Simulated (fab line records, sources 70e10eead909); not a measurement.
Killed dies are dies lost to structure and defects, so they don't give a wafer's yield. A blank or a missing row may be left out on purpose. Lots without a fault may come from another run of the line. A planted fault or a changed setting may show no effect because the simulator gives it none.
A struck lot beside a sound one | flow nand_harc | 15 steps out of a route of 1302
Sound: wafers L529.3, L529.4, L529.6. Struck: wafers L535.1, L535.6. (L535.3 of the same lot was not struck and is left out.) The cause comes at the end.
At each step with rows: each side's tool, then ch and its chambers, then its first start. Under that, the readings that differ: sound wafers | struck wafers | difference of the means | sigmas: that difference in standard deviations of wafers without a fault.
alike: readings whose means differ by less than 2 such deviations, and words and numbers that are the same on both sides. not compared: withheld readings, readings that some wafer has no value for, bounds like >300 that may hide the same value, and numbers for which the record gives no deviation and whose values overlap.
The two part at a step that has a row with sigmas, a row that says differs or no value, or rows on one side only. Numbers that don't overlap but have no deviation are shown without sigmas and don't part them. A reading that every wafer of one side lacks parts them only if that side has two wafers or more.

first, 8 steps without rows for these wafers: NHARC_A_M0_HMDS_02 (time 30 s); NHARC_A_M0_COAT_33 (time 65 s); NHARC_A_M0_COAT_03 (resist thk 90 nm); NHARC_A_M0_SOFTBAKE_04 (time 55 s); NHARC_A_M0_EBR_05; NHARC_A_M0_EXPOSE_06 (exposes mask A M0, target cd 80 nm); NHARC_A_M0_PEB_07 (peb time 65 s); NHARC_A_M0_DEVELOP_08 (develop time 35 s).
NHARC_A_M0_CD_MEAS_09: target cd 80 nm.
  sound on cd_sem-03 ch 0, day 26 21:27; struck on cd_sem-01 ch 0, day 29 03:45
  alike: cd_nm
NHARC_A_M0_OVL_MEAS_10: pitch 160 nm.
  sound on overlay-02, day 26 21:32; struck on overlay-02, day 29 03:50
  alike: overlay_x_nm, overlay_y_nm
NHARC_A_M0_INSPECT_11:
  sound on defect_inspect-01, day 26 21:34; struck on defect_inspect-02, day 29 03:52
  alike: raw_defect_count
NHARC_A_M0_DESCUM_14: chemistry O2, time 3 s.
  sound on rie_diel-07 ch 0,2, day 26 21:38; struck on rie_diel-07 ch 1,3, day 29 03:56
  alike: drypump_motor_current_A, oes_product_au, rf_vpp_V, showerhead_plenum_p_Torr, throttle_valve_pct
  not compared: rf_hours_counter_h
NHARC_A_M0_ETCH_34: etches the open film in N2/H2, target depth 40 nm, overetch 12 nm, time 43.94 s.
  sound on rie_diel-07 ch 1,2, day 26 21:43; struck on rie_diel-07 ch 0,3, day 29 04:02
  reading          | sound          | struck    | difference | sigmas
  run_length_s (s) | 65.6 65.5 65.6 | 53.6 54.9 | -11.3      | -19
  alike: drypump_motor_current_A, oes_product_au, rf_vpp_V, showerhead_plenum_p_Torr, throttle_valve_pct
  not compared: rf_hours_counter_h
NHARC_A_M0_ETCH_15: etches the open film in C4F8/Ar, target depth 150 nm, overetch 15 nm, time 82.5 s.
  sound on rie_diel-07 ch 0,2,3; struck on rie_diel-07 ch 1,3
  alike: oes_product_au, rf_vpp_V, run_length_s
  not compared: rf_hours_counter_h
NHARC_END_SORT_01:
  the record has rows for the sound wafers here (prober-01 ch 0, day 28 17:13) and none for the struck ones

WHERE THEY PART
First at NHARC_A_M0_ETCH_34; last, within this record, at NHARC_END_SORT_01.

WHY: what the simulator had put in
Process parameter drift: rie_diel-07, from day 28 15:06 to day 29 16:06, at NHARC_A_M0_ETCH_34. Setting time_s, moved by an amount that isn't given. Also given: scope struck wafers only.
